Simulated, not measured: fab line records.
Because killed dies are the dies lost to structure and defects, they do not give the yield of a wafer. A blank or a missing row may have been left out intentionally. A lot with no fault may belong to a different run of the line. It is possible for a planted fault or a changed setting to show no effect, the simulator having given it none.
fab line records | flow nandHarc
[record] lots = 7 wafers = 20 lastDay = 33
route steps=1302 shown A_STAIRCASE@872 END@1302
lots untouched by any fault: they come from a run of this same line in which no faults occurred
startH: hours from the record's opening day to when the first of the lot's shown wafers began | waitH: hours elapsed since this lot's preceding step | " as in the row above | L1.1+2: several wafers, shown together as one row | - value missing, or start not given | * or withheld: withheld | < > ~ a bound
route shown NAME@n: names a module that has steps shown in the file, with the first one's number in the route | usual: average and standard deviation across the fault-free wafers | same: alike in all rows | chamber/n: place in a boat | sites: per-site readings | _std_site: standard deviation across them | _edge_site: mean of outer sites minus mean of inner sites | radiusMm: how far each site lies from the wafer's centre | mask NAME#n: copy n | behind: tool/chamber where the wafer was last shaped | hold: the reason the lot was held/the length of the hold in hours/how it ended | device: names the non-switching transistor (n, p or np) | end of line: the same wafers' tests at the end of the route | a step without rows: its recipe alone | killed: the dies lost at the first sort to structure and to defects; this is not the yield of the wafer | map: a wafer's dies, marking killed ones x, the rest . and places with no die _
set.NAME: setting as actually run; set.NAME@STEP: the setting as run at that earlier step | model.NAME: the simulator's own value behind a step, which no gauge read
lots at some steps of the route; a table a step, a row a wafer
services: the hour from which a tool's chamber was out of use, counted from the record's first day as startH (under 0 if before that day), plus the number of hours and why
[[steps]]
[step NHARC_A_STAIRCASE_STRIP_446]
[recipe] powerW = 1500 tempC = 250 chemistry = O2
[usual] drypumpMotorCurrentA = 5.85/0.22 heaterPowerW = 304/31
// columns lot.wafer tool chamber startH waitH drypumpMotorCurrentA heaterPowerW rfHoursCounterH
L540.1 plasmaAsher-01 1 485.78 0.0 5.59 343 30
L540.3 " 0 " " 5.89 308 -
L540.6 " 0 " " 5.87 314 -
L547.2 plasmaAsher-02 1 543.63 0.1 5.73 289 23
L547.3 " 1 " " 5.74 297 -
L547.6 " 1 " " 5.73 289 -
L549.4 plasmaAsher-02 1 563.90 0.2 5.74 291 -
L549.5 " 0 " " 6.19 279 -
L549.6 " 1 " " 5.75 291 -
L550.3 plasmaAsher-01 0 579.53 0.2 5.86 292 -
L550.6 " 0 " " 5.89 295 -
L556.2 plasmaAsher-02 1 642.12 0.0 5.75 290 6
L556.3 " 1 " " 5.73 296 -
L556.6 " 1 " " 5.73 300 -
L557.2 plasmaAsher-01 0 642.30 0.0 5.90 286 24
L557.6 " 0 " " 5.85 283 -
L557.5 " 1 " " 5.58 359 -
L559.2 plasmaAsher-01 1 656.47 0.1 5.56 356 27
L559.3 " 0 " " 5.81 284 -
L559.4 " 1 " " 5.56 351 -
[step NHARC_A_STAIRCASE_STRIP_447]
[recipe] timeS = 900 tempC = 130 chemistry = SPM
[step NHARC_A_STAIRCASE_PRECLEAN_448]
[recipe] timeS = * tempC = 50 bathAgeMin = 0 chemistry = SC1
[step NHARC_A_STAIRCASE_SRD_449]
[step NHARC_A_STAIRCASE_CMP_450]
[recipe] targetThkNm = 200 material = SiO2
[usual] motorCurrentA = 11.8/1.2 padLifeWafers = 170/83
// columns lot.wafer tool chamber startH waitH motorCurrentA padLifeWafers
L540.1 cmp-01 0 486.59 - 12.0 7
L540.3 " 2 " " 12.3 9
L540.6 " 0 " " 11.3 -
L547.2 cmp-02 0 544.49 - 10.0 78
L547.3 " 1 " " 13.4 79
L547.6 " 0 " " 10.4 -
L549.4 cmp-01 3 564.58 - 11.4 344
L549.5 " 1 " " 14.3 -
L549.6 " 2 " " 13.0 -
L550.3 cmp-02 2 580.20 - 12.0 187
L550.6 " 2 " " 11.8 -
L556.3 cmp-04 3 642.93 - 11.0 174
L556.2 " 0 " " 12.3 175
L556.6 " 3 " " 10.2 -
L557.2 cmp-04 3 643.13 - 10.7 189
L557.5 " 0 " " 12.7 -
L557.6 " 1 " " 12.4 -
L559.2 cmp-02 2 657.22 - 11.7 126
L559.4 " 3 " " 10.5 127
L559.3 " 1 " " 13.7 129
[step NHARC_A_STAIRCASE_CMP_152]
[usual] motorCurrentA = 11.8/1.2 padLifeWafers = 176/83
// columns lot.wafer tool chamber startH waitH motorCurrentA padLifeWafers
L540.1 cmp-01 0 486.67 0.1 11.9 13
L540.3 " 2 " " 11.9 15
L540.6 " 0 " " 11.7 -
L547.2 cmp-02 0 544.56 0.1 9.3 84
L547.3 " 1 " " 14.3 85
L547.6 " 0 " " 10.0 -
L549.4 cmp-01 3 564.66 0.1 11.4 350
L549.5 " 1 " " 14.3 -
L549.6 " 2 " " 12.4 -
L550.3 cmp-02 2 580.28 0.1 11.2 193
L550.6 " 2 " " 11.5 -
L556.3 cmp-04 3 643.00 0.1 10.5 180
L556.2 " 0 " " 11.7 181
L556.6 " 3 " " 10.4 -
L557.2 cmp-04 3 643.21 0.1 10.6 195
L557.5 " 0 " " 11.9 -
L557.6 " 1 " " 11.4 -
L559.2 cmp-02 2 657.29 0.1 12.3 132
L559.4 " 3 " " 10.2 133
L559.3 " 1 " " 14.3 135
[step NHARC_A_STAIRCASE_SRD_154]
[step NHARC_A_STAIRCASE_ETCH_403]
[recipe] targetDepthA = 1082 chemistry = dHF material = SiO2
[step NHARC_A_STAIRCASE_ETCHBACK_422]
[recipe] targetDepthA = 400 overEtchFrac = 0.3 timeS = 74.286 ionEnergyEv = 120 ch3fFlowSccm = 50 o2FlowSccm = 30 arFlowSccm = 200 rfW = 500 biasW = 100 chemistry = CH3F/O2
[usual] drypumpMotorCurrentA = 5.8/0.56 oesProductAu = 0.96/0.037 rfFwdPowerW = 496.1/1.7 rfVppV = 243.5/1.5 showerheadPlenumPTorr = 2.40/0.093 throttleValvePct = 20.664/0.0094
// columns lot.wafer tool chamber startH waitH drypumpMotorCurrentA oesProductAu rfFwdPowerW rfHoursCounterH rfVppV showerheadPlenumPTorr throttleValvePct
L540.1 rieDiel-02 0 487.13 0.1 5.6 0.93 497.5 30 241.1 2.28 20.669
L540.3 " 3 " " 6.0 0.93 498.8 29 243.4 2.34 20.686
L540.6 " 1 " " 6.0 0.92 496.3 - 242.4 2.31 20.666
L547.2 rieDiel-09 1 545.03 0.1 5.6 0.98 497.0 12 245.8 2.55 20.659
L547.3 " 2 " " 5.5 1.00 495.3 14 244.9 2.48 20.655
L547.6 " 1 " " 5.5 0.98 497.5 - 243.7 2.55 20.668
L549.5 rieDiel-12 0 565.15 0.2 6.7 0.92 497.5 - 241.5 2.29 20.666
L549.6 " 2 " " 5.8 0.94 496.1 - 242.7 2.40 20.666
L549.4 " 3 " " 5.4 0.93 497.1 - 244.3 2.40 20.661
L550.3 rieDiel-12 2 580.79 0.2 5.8 0.93 498.6 47 243.4 2.39 20.675
L550.6 " 3 " " 5.4 0.92 498.7 - 243.7 2.39 20.667
L556.2 rieDiel-12 2 643.46 0.1 5.8 1.01 494.7 2 243.5 2.39 20.651
L556.3 " 0 " " 6.7 0.99 495.4 4 247.6 2.66 20.666
L556.6 " 3 " " 5.4 1.01 495.9 - 243.2 2.39 20.656
L557.2 rieDiel-02 1 643.67 0.2 6.1 1.00 496.9 20 240.9 2.30 20.662
L557.6 " 2 " " 4.8 0.98 495.6 - 244.1 2.38 20.669
L557.5 " 3 " " 6.1 1.01 497.0 - 241.7 2.32 20.665
L559.2 rieDiel-02 0 657.75 0.1 5.5 0.91 497.4 24 246.2 2.65 20.657
L559.4 " 1 " " 6.1 0.92 497.2 28 241.2 2.29 20.667
L559.3 " 2 " " 4.7 0.92 494.8 25 242.8 2.38 20.670
[step NHARC_A_STAIRCASE_ETCH_423]
[recipe] targetDepthA = 300 chemistry = dHF material = SiO2
[step NHARC_A_STAIRCASE_ETCHBACK_157]
[recipe] targetDepthA = 900 overEtchFrac = 0.3 timeS = 167.14 ionEnergyEv = 120 ch3fFlowSccm = 50 o2FlowSccm = 30 arFlowSccm = 200 rfW = 500 biasW = 100 chemistry = CH3F/O2
[usual] drypumpMotorCurrentA = 5.8/0.56 oesProductAu = 0.97/0.034 rfFwdPowerW = 497.6/1.5 rfVppV = 243.5/1.6 showerheadPlenumPTorr = 2.40/0.096 throttleValvePct = 20.662/0.0085
// columns lot.wafer tool chamber startH waitH drypumpMotorCurrentA oesProductAu rfFwdPowerW rfHoursCounterH rfVppV showerheadPlenumPTorr throttleValvePct
L540.3 rieDiel-02 3 487.49 0.2 6.1 0.95 498.4 29 242.2 2.34 20.661
L540.1 " 1 " " 6.0 0.97 495.9 31 242.9 2.31 20.648
L540.6 " 3 " " 6.0 0.95 497.8 - 242.8 2.34 20.663
L547.3 rieDiel-12 1 545.50 0.2 6.2 0.79 498.5 32 242.7 2.38 20.665
L547.2 " 2 " " 5.8 0.93 499.3 35 242.2 2.40 20.665
L547.6 " 3 " " 5.4 0.93 500.0 - 243.1 2.40 20.650
L549.4 rieDiel-12 0 565.55 0.2 6.7 0.81 494.8 - 241.7 2.29 20.649
L549.5 " 2 " " 5.8 0.96 499.0 - 243.9 2.39 20.663
L549.6 " 3 " " 5.4 0.96 497.9 - 243.0 2.40 20.656
L550.3 rieDiel-12 0 581.14 0.1 6.8 0.81 495.1 49 242.1 2.28 20.661
L550.6 " 1 " " 6.1 0.91 498.5 - 243.9 2.38 20.654
L556.2 rieDiel-12 2 643.84 0.2 5.8 1.02 496.0 2 244.6 2.39 20.670
L556.3 " 0 " " 6.7 1.00 497.6 4 246.2 2.66 20.666
L556.6 " 2 " " 5.8 1.01 499.3 - 244.6 2.39 20.677
L557.2 rieDiel-02 2 643.99 0.2 4.8 0.98 495.4 18 242.4 2.38 20.647
L557.6 " 2 " " 4.8 0.99 497.1 - 243.6 2.38 20.672
L557.5 " 3 " " 6.0 0.99 498.5 - 241.5 2.32 20.675
L559.4 rieDiel-09 1 658.13 0.2 5.5 0.91 499.0 50 246.9 2.53 20.663
L559.2 " 2 " " 5.5 0.93 496.6 54 244.4 2.47 20.639
L559.3 " 3 " " 6.6 0.94 496.1 52 242.9 2.52 20.670
[step NHARC_A_STAIRCASE_STRIP_475]
[recipe] timeS = 20 o2FlowSccm = 500 arFlowSccm = 0 biasW = 0 chemistry = O2
[usual] drypumpMotorCurrentA = 5.8/0.56 oesProductAu = 1.000/0.012 rfVppV = 57.6/0.97 showerheadPlenumPTorr = 3.47/0.14 throttleValvePct = 17.036/0.0091
// columns lot.wafer tool chamber startH waitH drypumpMotorCurrentA oesProductAu rfHoursCounterH rfVppV showerheadPlenumPTorr throttleValvePct
L540.3 rieDiel-02 2 - - 4.8 0.995 34 57.2 3.44 17.029
L540.1 " 3 " " 6.0 1.008 31 56.5 3.36 17.059
L540.6 " 2 " " 4.8 1.002 - 57.1 3.44 17.015
L547.2 rieDiel-12 2 - - 5.9 1.000 35 57.3 3.44 17.030
L547.3 " 3 " " 5.4 1.000 39 57.3 3.45 17.030
L547.6 " 0 " " 6.7 0.985 - 57.5 3.29 17.017
L549.4 rieDiel-12 3 565.71 0.1 5.3 1.005 - 56.6 3.44 17.024
L549.6 " 0 " " 6.7 1.008 - 56.2 3.29 17.030
L549.5 " 2 " " 5.9 1.007 - 56.1 3.44 17.035
L550.3 rieDiel-12 1 - - 6.1 1.002 32 57.1 3.42 17.037
L550.6 " 0 " " 6.7 1.001 - 56.0 3.29 17.044
L556.3 rieDiel-12 1 - - 6.2 1.000 3 58.1 3.41 17.039
L556.2 " 3 " " 5.4 1.016 4 57.5 3.43 17.044
L556.6 " 1 " " 6.1 1.012 - 56.7 3.41 17.051
L557.2 rieDiel-02 1 - - 6.0 1.011 20 56.9 3.30 17.031
L557.5 " 0 " " 5.6 0.982 - 57.9 3.80 17.051
L557.6 " 1 " " 6.0 1.012 - 56.0 3.30 17.040
L559.3 rieDiel-09 0 - - 5.3 1.000 48 57.3 3.49 17.030
L559.2 " 1 " " 5.6 0.986 50 58.8 3.63 17.032
L559.4 " 3 " " 6.6 1.022 52 57.1 3.61 17.029
[step NHARC_END_SORT_01]
[recipe] tempC = 25
[usual] killedAtArray = 59/21 killedAtOther = 1.0/1.1 killedAtPeriphery = 4.0/2.6 killedDies = 64/21 killedOpen = 3.2/1.7 killedShort = 2.5/1.5
[same] grossDies = 677
// columns lot.wafer tool chamber startH waitH killedAtArray killedAtOther killedAtPeriphery killedDies killedOpen killedShort
L540.1 prober-02 0 623.23 2.5 32 0 6 38 4 4
L540.3 prober-02 0 624.82 3.1 31 0 8 39 6 3
L540.6 prober-02 0 627.21 4.0 36 0 9 45 9 3
L547.3 prober-01 0 674.99 3.1 616 2 3 621 5 3
L549.4 prober-01 0 697.18 3.4 598 1 9 608 5 3
L549.5 prober-01 0 697.99 3.7 90 0 10 100 1 3
L549.6 prober-01 0 698.80 4.0 81 2 7 90 5 5
L550.3 prober-01 0 714.48 3.1 633 0 4 637 3 3
// killed by level:class
L540.1 A_CHANNEL_HOLE_D2:chamberFilmFlake=10 A_CONTACT:chamberFilmFlake=4 P_GATE:chamberFilmFlake=3 A_ZERO_WELL:chamberFilmFlake=3 A_CHANNEL_HOLE_D1:chamberFilmFlake=3 A_STAIRCASE:chamberFilmFlake=3 A_M0:geometricParticle:open=2 A_WL_FILL:chamberFilmFlake=2
L540.3 A_CHANNEL_HOLE_D2:chamberFilmFlake=11 A_CONTACT:chamberFilmFlake=4 P_ZERO_WELL:chamberFilmFlake=3 A_ZERO_WELL:chamberFilmFlake=3 P_M1:geometricParticle:open=2 A_CHANNEL_HOLE_D2:geometricParticle:short=2 A_M0:geometricParticle:open=2 P_GATE:chamberFilmFlake=2
L540.6 A_CHANNEL_HOLE_D2:chamberFilmFlake=7 A_ZERO_WELL:chamberFilmFlake=5 A_WL_FILL:chamberFilmFlake=5 P_GATE:chamberFilmFlake=4 A_CHANNEL_HOLE_D1:chamberFilmFlake=3 A_SLIT:chamberFilmFlake=3 A_CONTACT:chamberFilmFlake=3 P_M1:geometricParticle:open=2
L547.3 A_STAIRCASE:areaEtchback=562 A_CHANNEL_HOLE_D2:chamberFilmFlake=26 A_CHANNEL_HOLE_D1:chamberFilmFlake=10 A_CONTACT:chamberFilmFlake=5 A_DECK1_JOINT:chamberFilmFlake=4 A_CHANNEL_FILL_D1:geometricParticle:open=3 P_STI:geometricParticle:short=2 THIN_TSV:chamberFilmFlake=2
L549.4 A_STAIRCASE:areaEtchback=515 A_SLIT:chamberFilmFlake=32 A_CHANNEL_HOLE_D1:chamberFilmFlake=30 A_SGD_CUT:chamberFilmFlake=7 P_ZERO_WELL:chamberFilmFlake=4 P_M2:chamberFilmFlake=4 A_CONTACT:chamberFilmFlake=3 A_CHANNEL_FILL_D2:geometricParticle:open=2
L549.5 A_SLIT:chamberFilmFlake=41 A_CHANNEL_HOLE_D1:chamberFilmFlake=31 A_CONTACT:chamberFilmFlake=7 A_SGD_CUT:chamberFilmFlake=6 P_M2:chamberFilmFlake=5 P_STI:chamberFilmFlake=3 P_CONTACT:geometricParticle:short=1 A_DECK1_JOINT:geometricParticle:short=1
L549.6 A_CHANNEL_HOLE_D1:chamberFilmFlake=31 A_SLIT:chamberFilmFlake=30 A_SGD_CUT:chamberFilmFlake=6 A_CHANNEL_HOLE_D1:geometricParticle:open=2 P_ZERO_WELL:chamberFilmFlake=2 P_M2:chamberFilmFlake=2 A_WL_FILL:chamberFilmFlake=2 A_CONTACT:chamberFilmFlake=2
L550.3 A_STAIRCASE:areaEtchback=578 A_CHANNEL_HOLE_D1:chamberFilmFlake=31 A_CONTACT:chamberFilmFlake=4 A_SLIT:chamberFilmFlake=3 P_ZERO_WELL:chamberFilmFlake=2 A_CHANNEL_HOLE_D2:chamberFilmFlake=2 A_CHANNEL_FILL_D1:chamberFilmFlake=2 A_CHANNEL_FILL_D2:chamberFilmFlake=2
// map L547.3 (x killed, . not)
____________.____________
_________.xxx.x._________
_______..xxx..x..._______
______..x.xxxx..x..______
_____xxxxxxxxxxxx..x_____
____xxxxxxxxxxxx.xxx.____
____xxxxxxxxxxxxxxxxx____
___xx.x..xxxxxxxxxx.xx___
___.xxxxxxxxxxxxxxxxxx___
__xx.xxxx.xxxxxxxxxxxxx__
__xxxxxxxxxxxxxxxxxx.xx__
_xxxxxxxxxxxxxxxxxxx.xx._
_xxxxxxxxxxxxxxxxxxxxxx._
_.xxxxxxxxxxxxxxxxxxxxxx_
_xxxxxxxxxxxxxxxxxxxxxxx_
_xxxxxxxxxxxxxxxxxxxxxx._
xxxxxxxxxxxxxxxxxxxxxxxx.
.xxxxxxxxxxxxxxxxxxxxxx..
.xxxxxxxxxxxxxxxxxxxxxxx.
.xxxxxxxxxxxxxxxxxxxxxx.x
xxxxxxxxxxxxxxxxxxxxxx.xx
_xxxxxxxxxxxxxxxxxxxxxxx_
_xxxxxxxxxxxxxxxxxxxxxx._
_xxxxxxxxxxxxxxxxxxxxxxx_
_xxxxxxxxxxxxxxxxxxxxxxx_
_.xxxxxxxxxxxxxxxxxxxxx._
__.xxxxxxxxxxxxxxxxxx.x__
__xxxxxxxxxxxxxxxxxxxxx__
___xxxxxxxxxxxxxxxxxxx___
___xxxxxxxxxxxxxxxxxxx___
____x.xxxxxxxxxxxxxxx____
____xxxxxxxxxxxxxxxxx____
_____xxxxxxxxxxxxx.x_____
______.xxxxxxxxxxx.______
_______xx..xxxxxxx_______
_________xxxxxxx_________
____________.____________
// map L549.4 (x killed, . not)
____________x____________
_________xxxxxx._________
_______.xx.x.xx..x_______
______xx.xxxxxxxx.x______
_____xx.xxxxxxxx.x.x_____
____xxxxx.xxxxx.xx..x____
____xxxxxxxxxxxxxxxx.____
___xx.xxxxxxxxxxxxx.x.___
___.xxxxxxxxxxxxxxx...___
__xx.xxxxxxxxxxxxxxxx..__
__xxxxxxxxxxxxxxxxxxx..__
_xxx.xxxxxxxxxxxxxx.x.x._
_.xxxxxxxxxxxxxxxxxxxx.._
_.xxxxxxxxxxxxxxxxxxx..x_
_xxxxxxxxxxxxxxxxxxxxxxx_
_xxxxxxxxxxxxxxxxxxxx.xx_
x.xxxxxxxxxxxxxxxxxxxxxx.
.xxxxxxxxxxxxxxxxxxxx.xxx
xxxxxxxxxxxxxxxxxxxxxxx.x
xxxxxxxxxxxxxxxxxxxxxx...
xxxxxxxxxxxxxxxxxxxxxx.x.
_xxxxxxxxxxxxxxxxxxxxxx._
_xxxxxxxxxxxxxxxxxxxxxx._
_xxxxxxxxxxxxxxxxxxxxxx._
_xxxxxxxxxxxxxxxxxxxxx.x_
_xxxxxxxxxxxxxxxxxxxxx.._
__xxxxxxxxxxxxxxxxxxxx.__
__xxxxxxxxxxxxxxxxxxxx.__
___xxxxxxxxxxxxxxxxxxx___
___xxxxxxxxxxxxxxxxx.x___
____xxxxxxxxxxxxxxxxx____
____xxxxxxxxxxxxxxxx.____
_____xxxxxx.xxx..xxx_____
______xxxxxxxx.xx.x______
_______..xx.xxxxxx_______
_________x.x.xxx_________
____________x____________
[[services]]
// columns tool chamber startH hours kind
plasmaAsher-02 - 464.37 2.1 repair
cmp-01 - 479.70 4.0 pm
rieDiel-09 - 497.19 9.0 pm
cmp-04 - 503.12 4.0 pm
cmp-01 - 505.93 0.6 repair
cmp-02 - 512.96 2.0 repair
cmp-04 - 517.60 3.5 repair
plasmaAsher-01 - 519.00 9.0 pm
cmp-02 - 525.95 0.5 repair
cmp-02 - 526.50 4.0 pm
cmp-01 - 528.35 7.4 repair
rieDiel-02 1 529.22 12.6 repair
cmp-01 - 569.26 2.2 repair
rieDiel-02 - 571.09 9.0 pm
cmp-01 - 577.70 4.0 pm
rieDiel-02 0 590.84 10.3 repair
rieDiel-02 2 600.13 4.2 repair
plasmaAsher-01 - 600.34 0.9 repair
cmp-04 - 601.12 4.0 pm
rieDiel-02 0 611.89 2.5 repair
rieDiel-12 0 616.67 2.9 repair
cmp-02 - 624.50 4.0 pm
rieDiel-12 - 626.16 9.0 pm
cmp-01 - 633.29 0.3 repair
[[key]]
[firstSign] step = NHARC_A_STAIRCASE_ETCHBACK_157 reading = oesProductAu direction = down sigmas = 4.8 usual = 0.97 struck = 0.81
[effect] step = NHARC_END_SORT_01 reading = killedAtArray direction = up sigmas = 26 usual = 59 struck = 616
[moreKillsBornAt] NHARC_A_STAIRCASE_ETCHBACK_157@rieDiel-12 = 1655
metAt NHARC_A_STAIRCASE_ETCHBACK_157
struckWafers L547.3,L549.4,L550.3
laterRowsLeftOut L547.3,L549.4,L550.3
testerLeftOut L547,L549,L550
[fault] kind = processParameterDrift tool = rieDiel-12 chamber = - onsetH = 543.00 steps = NHARC_A_STAIRCASE_ETCHBACK_157 channel = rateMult offset = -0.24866 shape = step endH = 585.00 scope = struckWafersOnly
// testerLeftOut: of these lots the tester's yield and bins aren't shown, on N5 and GAA mostly nor the transistor test; their killed dies are dies lost to structure and defects alone, not to doping, threshold or leakage, so they don't give the yield
// laterRowsLeftOut: the simulator's readings of these wafers behind a module that went badly wrong aren't trusted and aren't shown, but for the sort
